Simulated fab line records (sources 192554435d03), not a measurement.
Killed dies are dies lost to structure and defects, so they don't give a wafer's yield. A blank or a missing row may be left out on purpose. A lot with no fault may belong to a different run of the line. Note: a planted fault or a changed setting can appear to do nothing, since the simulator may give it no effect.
Problem report in the 8D (eight disciplines) form, filled by code -- flow n5Finfet -- the parts of the form that need people (team, actions taken, sign-off) are left out

## 1. THE ISSUE
Mean of etchRfOnTimeS at N5_BEOL_M1_ETCH_74: 3.63 s across 4 wafers in 2 lots; on wafers with no fault it is 5.21 s (standard deviation 0.21). That puts it -7.5 standard deviations away from the usual mean.
The step: etches underlayer in N2/H2, target depth 6.5 nm, time 5.2 s.
First seen on wafer L901.6, day 7 10:56, on rieDiel-03. The record holds 27 wafers of 9 lots with a number at this step. Rule for "out" (also "out of limits"): further than 4 standard deviations from the usual mean. The rest of the wafers with a number are treated as sound.

## 2. WHAT THIS IS AND IS NOT
question,is,is not
which readings at this step,etchRfOnTimeS,"drypumpMotorCurrentA, throttleValvePct"
which lots,"L901, L906","L898, L900, L910, L911, L916, L917, L918"
which wafers of those lots,"L901.6, L906.3, L906.4, L906.6","L901.1, L901.5"
read on which tools,rieDiel-03,"rieDiel-01, rieDiel-05"
when,from day 7 10:56,"up to then (8 sound wafers); but 15 sound wafers of L910, L911, L916, L917, L918 came after"

## 3. SUSPECTS, AND WHAT RULES EACH OUT
Counting: a tool at a process step up to the reading stays a suspect if it ran every lot that is out. Sound lots after the first of them don't rule it out here, since some wafers of a struck lot are sound.
- rieDiel-03 at N5_BEOL_M1_ETCH_74 (etches underlayer in N2/H2, target depth 6.5 nm, time 5.2 s): kept. It processed each lot that is out (first: L901, day 7 10:56); up to then, its last sound lot is L900 (day 7 03:38). On those wafers its own readings are out: etchRfOnTimeS.
Remaining after the count: rieDiel-03 at N5_BEOL_M1_ETCH_74.

## 4. THE CAUSE (what the simulator had put in)
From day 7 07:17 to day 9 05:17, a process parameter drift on rieDiel-03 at N5_BEOL_M1_ETCH_74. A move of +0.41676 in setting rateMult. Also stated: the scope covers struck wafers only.
Counting left only this tool.

## 5. SEQUENCE OF EFFECTS, ordered by route
Rows list readings where the struck wafers' mean (over those with a number) sits beyond 3 standard deviations from the usual. Only readings whose record carries a usual standard deviation are examined. hours: median over the lots of the time between each lot's start at the first step of this table that gives one and its start at this step. sigmas: the change, counted in usual standard deviations.
hours,step,reading,usual,on struck wafers,change,sigmas
0,N5_BEOL_M1_ETCH_74,etchRfOnTimeS,5.21 s,3.63,-1.58,-7.5
Its process steps:
- N5_BEOL_M1_ETCH_74: etches underlayer in N2/H2, target depth 6.5 nm, time 5.2 s.
Later measuring or inspecting steps at which every struck wafer that the step has a row for has a number for every such reading, and none has moved that far: N5_BEOL_M4_RC_MEAS_101.

## 6. HOW IT WOULD HAVE BEEN CAUGHT EARLIER
4 hours passed between the start of the fault at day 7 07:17 and the first reading out of limits in this record, taken at day 7 10:56.
